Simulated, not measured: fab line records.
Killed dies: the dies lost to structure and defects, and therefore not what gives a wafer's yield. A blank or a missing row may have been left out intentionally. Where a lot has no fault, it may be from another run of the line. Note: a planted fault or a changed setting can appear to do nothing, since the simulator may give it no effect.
Which tool was responsible?	flow n5-finfet	22 lots, 66 wafers sampled, at 6 steps of a route of 1938

## WHAT THE GAUGES READ, wafer by wafer
The record lacks any reading of a measuring or inspecting step that a usual standard deviation could be used to judge.

## EACH LOT AND THE TOOL THAT RAN IT (in order: tool; ch and the chambers of the sampled wafers; start)
lot	N5_SDB_STRIP_21	N5_SDB_STRIP_22	N5_SDB_CMP_30	N5_HKMG_FIN_ALD_79	N5_HKMG_FIN_PWFM_ALD_03	N5_HKMG_FIN_ETCH_32
L074	rie-diel-03 ch 2,3, day 3 19:03	plasma-asher-01 ch 0,1, day 3 19:09	cmp-03 ch 1,2,3, day 3 22:28	ald-metal-01 ch 1,3, day 4 01:35	ald-metal-01 ch 0,1,2, day 4 02:45	rie-diel-06 ch 1,2,3, day 4 03:39
L075	rie-diel-04 ch 0,1,2, day 3 22:16	plasma-asher-02 ch 0,1, day 3 22:23	cmp-04 ch 0,2,3, day 4 01:43	ald-metal-03 ch 2,3, day 4 04:56	ald-metal-04 ch 1,2,3, day 4 06:01	rie-diel-06 ch 2,3, day 4 07:19
L076	rie-diel-04 ch 0,2,3, day 4 05:19	plasma-asher-02 ch 0,1, day 4 05:27	cmp-01 ch 1,2,3, day 4 08:38	ald-metal-03 ch 0,2, day 4 12:15	ald-metal-03 ch 0,1, day 4 13:19	rie-diel-03 ch 1,2, day 4 14:20
L077	rie-diel-06 ch 1,2,3, day 4 11:44	plasma-asher-01 ch 0,1, day 4 11:50	cmp-01 ch 0,2, day 4 15:05	ald-metal-03 ch 0,1,2, day 4 18:16	ald-metal-01 ch 0,3, day 4 19:21	rie-diel-03 ch 1,2, day 4 20:16
L078	rie-diel-04 ch 2,3, day 4 16:38	plasma-asher-02 ch 0,1, day 4 16:44	cmp-01 ch 2,3, day 4 20:23	ald-metal-03 ch 0,3, day 5 01:23	ald-metal-01 ch 1,3, day 5 02:38	rie-diel-04 ch 0,3, day 5 03:40
L080	rie-diel-03 ch 1,2,3, day 5 04:19	plasma-asher-01 ch 0, day 5 04:25	cmp-01 ch 1,2, day 5 07:41	ald-metal-04 ch 0,2, day 5 11:20	ald-metal-04 ch 0,1,2, day 5 12:26	rie-diel-03 ch 2,3, day 5 13:27
L081	rie-diel-06 ch 0,2,3, day 5 11:17	plasma-asher-02 ch 0,1, day 5 11:25	cmp-04 ch 2,3, day 5 14:35	ald-metal-04 ch 0,2,3, day 5 17:53	ald-metal-04 ch 0,1,2, day 5 18:58	rie-diel-06 ch 1,2,3, day 5 20:02
L082	rie-diel-04 ch 0,3, day 5 22:01	plasma-asher-01 ch 0,1, day 5 22:09	cmp-03 ch 0,1,2, day 6 01:27	ald-metal-01 ch 0,1,3, day 6 04:39	ald-metal-03 ch 0,1,2, day 6 05:50	rie-diel-06 ch 0,2,3, day 6 06:50
L083	rie-diel-04 ch 0,1,2, day 6 03:48	plasma-asher-01 ch 0,1, day 6 03:56	cmp-04 ch 1,2,3, day 6 07:10	ald-metal-01 ch 1,2, day 6 10:59	ald-metal-04 ch 0,1,2, day 6 12:04	rie-diel-06 ch 0,3, day 6 13:05
L084	rie-diel-06 ch 1,2,3, day 6 11:02	plasma-asher-02 ch 0,1, day 6 11:08	cmp-03 ch 1,2,3, day 6 14:22	ald-metal-04 ch 0,1,3, day 6 17:41	ald-metal-01 ch 0,1,2, day 6 18:57	rie-diel-04 ch 0,2,3, day 6 19:58
L085	rie-diel-04 ch 0,1,3, day 6 15:27	plasma-asher-02 ch 0,1, day 6 15:33	cmp-03 ch 0,1, day 6 18:50	ald-metal-01 ch 1,3, day 6 22:32	ald-metal-03 ch 0,1,3, day 6 23:48	rie-diel-03 ch 0,3, day 7 00:49
L087	rie-diel-03 ch 1,3, day 7 02:36	plasma-asher-01 ch 0,1, day 7 02:42	cmp-03 ch 0,3, day 7 05:55	ald-metal-01 ch 1,2,3, day 7 09:16	ald-metal-03 ch 0,1,2, day 7 10:20	rie-diel-04 ch 0,1,3, day 7 11:22
L088	rie-diel-03 ch 0,1,3, day 7 07:14	plasma-asher-02 ch 0,1, day 7 07:22	cmp-03 ch 0,2,3, day 7 10:35	ald-metal-01 ch 0,2,3, day 7 14:07	ald-metal-04 ch 0,1, day 7 15:13	rie-diel-03 ch 0,1,2, day 7 16:16
L089	rie-diel-03 ch 0,2,3, day 7 13:44	plasma-asher-01 ch 0, day 7 13:50	cmp-03 ch 1,2,3, day 7 17:25	ald-metal-03 ch 1,2, day 7 20:37	ald-metal-04 ch 0,2,3, day 7 21:49	rie-diel-06 ch 1,2,3, day 7 22:50
L090	rie-diel-03 ch 1,2,3, day 7 18:09	plasma-asher-01 ch 0,1, day 7 18:15	cmp-03 ch 0,2, day 7 21:33	ald-metal-01 ch 0,1,3, day 8 01:40	ald-metal-01 ch 0,2, day 8 02:44	rie-diel-06 ch 0,1,2, day 8 03:46
L091	rie-diel-03 ch 0,2,3, day 7 23:55	plasma-asher-02 ch 0,1, day 8 00:03	cmp-03 ch 0,3, day 8 03:28	ald-metal-03 ch 0,1,2, day 8 07:51	ald-metal-03 ch 0,1, day 8 08:56	rie-diel-04 ch 1,3, day 8 09:57
L092	rie-diel-06 ch 0,1,3, day 8 06:12	plasma-asher-01 ch 0,1, day 8 06:18	cmp-01 ch 1,2,3, day 8 09:31	ald-metal-04 ch 0,1,2, day 8 12:51	ald-metal-03 ch 1,2,3, day 8 14:04	rie-diel-04 ch 0,1,2, day 8 15:04
L093	rie-diel-04 ch 1,2,3, day 8 12:06	plasma-asher-01 ch 0,1, day 8 12:14	cmp-03 ch 1,2,3, day 8 15:44	ald-metal-04 ch 0,1,2, day 8 19:08	ald-metal-04 ch 1,2,3, day 8 20:26	rie-diel-06 ch 0,1,2, day 8 21:14
L094	rie-diel-03 ch 0,2, day 8 17:57	plasma-asher-01 ch 0,1, day 8 18:03	cmp-04 ch 0,3, day 8 21:40	ald-metal-03 ch 0,1,2, day 9 01:12	ald-metal-01 ch 1,3, day 9 02:32	rie-diel-06 ch 0,3, day 9 03:34
L095	rie-diel-04 ch 1,2,3, day 9 01:15	plasma-asher-01 ch 0,1, day 9 01:21	cmp-04 ch 2,3, day 9 04:37	ald-metal-03 ch 1,2, day 9 07:45	ald-metal-01 ch 0,1, day 9 09:01	rie-diel-03 ch 0,1,2, day 9 10:04
L096	rie-diel-06 ch 0,3, day 9 06:55	plasma-asher-01 ch 0,1, day 9 07:01	cmp-03 ch 0,2, day 9 10:16	ald-metal-03 ch 2,3, day 9 13:35	ald-metal-01 ch 0,1,3, day 9 14:39	rie-diel-04 ch 0,1,3, day 9 15:33
L097	rie-diel-06 ch 0,3, day 9 11:58	plasma-asher-02 ch 0,1, day 9 12:04	cmp-01 ch 0,2,3, day 9 15:53	ald-metal-04 ch 0,2,3, day 9 19:10	ald-metal-04 ch 1,2, day 9 20:14	rie-diel-06 ch 1,2, day 9 21:13
- N5_SDB_STRIP_21: strips in CF4.
- N5_SDB_STRIP_22: strips in N2/H2.
- N5_SDB_CMP_30: polishes, stops on poly-Si, t overpolish 1.54 s, target thk 30 nm.
- N5_HKMG_FIN_ALD_79: deposits TiN, target thk 1.5 nm, pulse time 1 s, purge time 3 s.
- N5_HKMG_FIN_PWFM_ALD_03: deposits TiN, target thk 2 nm, pulse time 1 s, purge time 3 s.
- N5_HKMG_FIN_ETCH_32: etches SOC in N2/H2, target depth 240 nm, time 300 s.

## WHAT THE TOOLS THEMSELVES READ (means of the sampled wafers that have a number; where no wafer has one, the mark that the record gives instead)
N5_SDB_STRIP_21.
lot	tool	bias-power-w (W)	drypump-motor-current-A (A)	oes-product-au (a.u.)	rf-vpp-V (V)	showerhead-plenum-p-Torr (Torr)	throttle-valve-pct (%)
L074	rie-diel-03	75.16	5.8	0.71	271.9	1.81	13.83
L075	rie-diel-04	75.09	6.0	0.79	270.4	1.78	13.41
L076	rie-diel-04	75.27	5.9	0.78	269.3	1.77	13.37
L077	rie-diel-06	75.13	6.0	0.72	271.9	1.80	13.70
L078	rie-diel-04	75.06	5.8	0.81	270.6	1.78	13.27
L080	rie-diel-03	75.01	5.7	0.72	272.0	1.83	13.69
L081	rie-diel-06	75.04	5.8	0.80	271.6	1.82	13.59
L082	rie-diel-04	74.97	6.1	0.73	270.0	1.77	13.47
L083	rie-diel-04	75.05	6.0	0.77	270.6	1.77	13.45
L084	rie-diel-06	74.95	6.0	0.70	271.0	1.80	13.73
L085	rie-diel-04	75.04	6.3	0.73	272.1	1.81	13.55
L087	rie-diel-03	75.05	5.7	0.72	272.4	1.80	13.64
L088	rie-diel-03	75.09	5.9	0.78	272.6	1.82	13.61
L089	rie-diel-03	75.10	6.1	0.85	272.1	1.80	13.56
L090	rie-diel-03	74.97	5.8	0.79	271.7	1.82	13.56
L091	rie-diel-03	74.81	6.0	0.85	272.3	1.80	13.58
L092	rie-diel-06	74.94	6.1	0.86	271.2	1.84	13.46
L093	rie-diel-04	75.12	6.1	0.74	271.6	1.81	13.50
L094	rie-diel-03	74.87	6.0	0.90	271.4	1.82	13.50
L095	rie-diel-04	75.14	6.1	0.75	272.0	1.81	13.52
L096	rie-diel-06	75.19	5.7	0.77	271.5	1.81	13.61
L097	rie-diel-06	75.03	5.7	0.77	271.4	1.81	13.61

N5_SDB_STRIP_22.
lot	tool	drypump-motor-current-A (A)	heater-power-w (W)	oes-product-au (a.u.)	strip-time-to-endpoint-s (s)
L074	plasma-asher-01	5.56	300	0.715	96.7
L075	plasma-asher-02	5.32	329	0.717	96.5
L076	plasma-asher-02	5.33	324	0.713	96.3
L077	plasma-asher-01	5.59	295	0.712	96.3
L078	plasma-asher-02	5.32	324	0.717	96.3
L080	plasma-asher-01	5.65	287	0.715	96.5
L081	plasma-asher-02	5.31	322	0.716	96.1
L082	plasma-asher-01	5.59	290	0.714	96.6
L083	plasma-asher-01	5.53	303	0.713	96.7
L084	plasma-asher-02	5.30	323	0.716	96.4
L085	plasma-asher-02	5.47	320	0.716	96.4
L087	plasma-asher-01	5.58	288	0.714	96.1
L088	plasma-asher-02	5.47	322	0.714	96.6
L089	plasma-asher-01	5.64	280	0.721	96.2
L090	plasma-asher-01	5.55	303	0.716	96.6
L091	plasma-asher-02	5.49	315	0.717	96.5
L092	plasma-asher-01	5.54	303	0.714	96.5
L093	plasma-asher-01	5.55	302	0.714	96.4
L094	plasma-asher-01	5.60	289	0.710	96.3
L095	plasma-asher-01	5.59	288	0.719	96.5
L096	plasma-asher-01	5.55	296	0.711	96.5
L097	plasma-asher-02	5.47	321	0.709	96.1

N5_SDB_CMP_30.
lot	tool	motor-current-A (A)	overpolish-run-s (s)	slurry-filter-dp-kPa (kPa)	time-to-endpoint-s (s)
L074	cmp-03	12.5	1.543	13.55	17.7
L075	cmp-04	13.0	1.533	13.59	14.6
L076	cmp-01	12.2	1.544	13.51	19.2
L077	cmp-01	12.6	1.538	13.55	16.5
L078	cmp-01	11.9	1.546	13.38	17.3
L080	cmp-01	12.9	1.541	13.54	18.3
L081	cmp-04	12.7	1.538	13.53	16.8
L082	cmp-03	11.9	1.529	13.47	14.3
L083	cmp-04	12.4	1.543	13.37	16.2
L084	cmp-03	12.3	1.536	13.46	18.7
L085	cmp-03	12.0	1.544	13.40	18.4
L087	cmp-03	12.0	1.547	13.50	16.9
L088	cmp-03	12.0	1.538	13.56	18.6
L089	cmp-03	12.0	1.535	13.59	17.3
L090	cmp-03	12.1	1.547	13.50	15.2
L091	cmp-03	12.3	1.541	13.55	16.7
L092	cmp-01	12.2	1.535	13.54	17.6
L093	cmp-03	11.8	1.539	13.57	16.5
L094	cmp-04	13.1	1.543	13.56	16.1
L095	cmp-04	12.0	1.541	13.37	17.8
L096	cmp-03	11.9	1.538	13.28	16.0
L097	cmp-01	11.6	1.537	13.67	17.4

N5_HKMG_FIN_ALD_79.
lot	tool	chamber-pressure-Torr (Torr)	heater-power-w (W)	precursor-pulse-height-rel
L074	ald-metal-01	2.998	904	1.003
L075	ald-metal-03	2.999	899	0.984
L076	ald-metal-03	2.999	811	1.003
L077	ald-metal-03	2.999	825	0.983
L078	ald-metal-03	3.001	962	1.009
L080	ald-metal-04	3.006	892	1.005
L081	ald-metal-04	3.003	833	0.999
L082	ald-metal-01	2.997	946	1.006
L083	ald-metal-01	3.006	910	1.013
L084	ald-metal-04	2.997	800	0.998
L085	ald-metal-01	3.006	886	1.018
L087	ald-metal-01	2.997	908	1.002
L088	ald-metal-01	2.995	912	1.000
L089	ald-metal-03	3.003	777	1.000
L090	ald-metal-01	2.994	937	1.014
L091	ald-metal-03	2.997	795	0.998
L092	ald-metal-04	2.988	874	0.997
L093	ald-metal-04	2.999	862	0.986
L094	ald-metal-03	2.998	821	1.019
L095	ald-metal-03	3.003	783	1.002
L096	ald-metal-03	3.007	828	0.999
L097	ald-metal-04	3.000	824	1.018

N5_HKMG_FIN_PWFM_ALD_03.
lot	tool	chamber-pressure-Torr (Torr)	heater-power-w (W)	precursor-pulse-height-rel
L074	ald-metal-01	3.007	931	0.976
L075	ald-metal-04	3.002	839	1.005
L076	ald-metal-03	3.006	831	1.004
L077	ald-metal-01	2.997	925	0.988
L078	ald-metal-01	3.002	892	0.996
L080	ald-metal-04	3.002	870	0.995
L081	ald-metal-04	2.995	861	1.006
L082	ald-metal-03	3.001	807	0.978
L083	ald-metal-04	2.999	869	1.009
L084	ald-metal-01	3.002	933	1.015
L085	ald-metal-03	2.999	897	1.017
L087	ald-metal-03	2.995	821	1.019
L088	ald-metal-04	2.997	801	0.997
L089	ald-metal-04	3.002	843	0.997
L090	ald-metal-01	3.005	943	1.003
L091	ald-metal-03	3.004	879	1.012
L092	ald-metal-03	3.002	839	0.978
L093	ald-metal-04	2.997	855	0.994
L094	ald-metal-01	3.002	891	1.004
L095	ald-metal-01	2.998	966	1.014
L096	ald-metal-01	2.997	917	0.986
L097	ald-metal-04	2.995	916	0.993

N5_HKMG_FIN_ETCH_32.
lot	tool	drypump-motor-current-A (A)	oes-product-au (a.u.)	rf-vpp-V (V)	showerhead-plenum-p-Torr (Torr)	throttle-valve-pct (%)
L074	rie-diel-06	6.0	0.73	524.7	2.56	17.96
L075	rie-diel-06	5.8	0.74	523.5	2.53	17.99
L076	rie-diel-03	5.7	0.70	526.4	2.62	18.05
L077	rie-diel-03	5.6	0.71	525.8	2.63	17.86
L078	rie-diel-04	6.1	0.72	522.1	2.50	17.69
L080	rie-diel-03	5.9	0.72	523.8	2.57	18.24
L081	rie-diel-06	6.1	0.72	524.5	2.56	17.99
L082	rie-diel-06	5.8	0.81	525.0	2.59	17.95
L083	rie-diel-06	5.9	0.87	527.0	2.66	17.90
L084	rie-diel-04	5.9	0.76	523.4	2.52	17.71
L085	rie-diel-03	6.1	0.78	523.9	2.57	18.25
L087	rie-diel-04	6.3	0.71	525.3	2.57	17.81
L088	rie-diel-03	5.9	0.84	525.9	2.62	17.93
L089	rie-diel-06	6.0	0.82	524.0	2.55	17.87
L090	rie-diel-06	6.2	0.85	525.6	2.60	17.75
L091	rie-diel-04	6.5	0.71	525.8	2.64	17.90
L092	rie-diel-04	6.0	0.75	523.0	2.52	17.81
L093	rie-diel-06	6.2	0.84	525.7	2.60	17.77
L094	rie-diel-06	5.7	0.79	525.1	2.60	18.06
L095	rie-diel-03	5.9	0.82	526.4	2.61	17.97
L096	rie-diel-04	6.3	0.70	524.2	2.56	17.85
L097	rie-diel-06	6.4	0.94	524.3	2.56	17.51

## THE ANSWER, worked out from the rows above alone
Rule: the lots themselves supply what counts as usual. The widest of any qualifying gaps counts: lots, ordered by their means at a reading, are off when they make up no more than a third of the lots, leave a main group of 4 or more, and stand apart from it by 3 or more times the standard deviation of that group's means. A main group whose means are all the same, to the digits that the tables above print for the reading, isn't used. Also off: a lot with no number at a reading for which 4 or more lots have one. All remaining lots with rows at the step are treated as sound. The gauges are gone through in route order, then the tools' own readings, and for those a lot's mean is taken as printed above. At the first step where some lot is off, the reading lying furthest off is the one used; lots without a number count as furthest.
Across all readings shown, no lot is off: no conclusion can be drawn from this.

## WHAT THE SIMULATOR HAD INSERTED
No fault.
